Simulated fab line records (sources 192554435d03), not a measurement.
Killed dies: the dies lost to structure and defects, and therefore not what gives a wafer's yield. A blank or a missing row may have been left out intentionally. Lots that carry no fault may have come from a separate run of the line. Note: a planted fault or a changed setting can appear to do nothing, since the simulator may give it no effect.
Matching of chambers	flow n5-finfet	4 sister chambers for N5_HKMG_FIN_STRIP_89 on rie-diel-05
The step strips SOC in N2/H2, time 20 s. 18 wafers are shown with their chamber, then 9 later ones without.

## WAFERS WITH THEIR CHAMBER
wafer	chamber	drypump-motor-current-A (A)	showerhead-plenum-p-Torr (Torr)	throttle-valve-pct (%)
L074.2	0	5.6	3.44	19.2
L074.5	1	6.5	3.36	18.5
L074.6	0	5.6	3.44	19.2
L077.1	1	6.5	3.36	18.5
L077.2	2	5.6	3.49	19.4
L077.5	1	6.5	3.36	18.5
L078.1	0	5.6	3.44	19.2
L078.4	3	6.2	3.19	19.1
L078.6	1	6.5	3.36	18.5
L082.1	3	6.2	3.18	19.1
L082.5	3	6.3	3.18	19.2
L082.6	2	5.6	3.48	19.4
L083.1	3	6.2	3.18	19.2
L083.3	2	5.6	3.48	19.4
L083.4	0	5.6	3.43	19.3
L085.1	0	5.6	3.43	19.3
L085.3	3	6.2	3.18	19.2
L085.6	0	5.6	3.43	19.3

SIGNATURES (averages over the wafers above)
reading	chamber 0	chamber 1	chamber 2	chamber 3	scatter within a chamber
drypump-motor-current-A	5.600	6.500	5.600	6.220	0.0239
showerhead-plenum-p-Torr	3.4350	3.3600	3.4833	3.1820	0.0046
throttle-valve-pct	19.250	18.500	19.400	19.160	0.0439
Rule: a wafer's distance from a chamber is the root of the sum, over the readings, of the square of ((its reading less the chamber's mean) divided by the reading's scatter). If the next closest chamber is less than 2 further off than the closest, the wafer can't be placed; otherwise it belongs to the closest. The scatter: take each reading less its chamber's mean, square it, sum over the shown wafers, divide by the number of wafers less the number of chambers, and take the root.

## WAFERS WITHOUT THEIR CHAMBER
wafer	drypump-motor-current-A (A)	showerhead-plenum-p-Torr (Torr)	throttle-valve-pct (%)
L089.1	5.6	3.43	19.3
L089.3	6.5	3.35	18.5
L089.5	6.2	3.18	19.2
L090.2	5.6	3.42	19.3
L090.4	6.5	3.35	18.5
L090.6	6.2	3.18	19.2
L097.4	6.5	3.34	18.6
L097.5	6.2	3.17	19.2
L097.6	5.6	3.47	19.5

## THE CHAMBER EACH PASSED THROUGH
wafer	from the rows above	in truth
L089.1	0	0
L089.3	1	1
L089.5	3	3
L090.2	0	0
L090.4	1	1
L090.6	3	3
L097.4	1	1
L097.5	3	3
L097.6	2	2
Correctly placed: 9 of 9. Can't be placed from these rows: 0. Placed wrongly: 0.
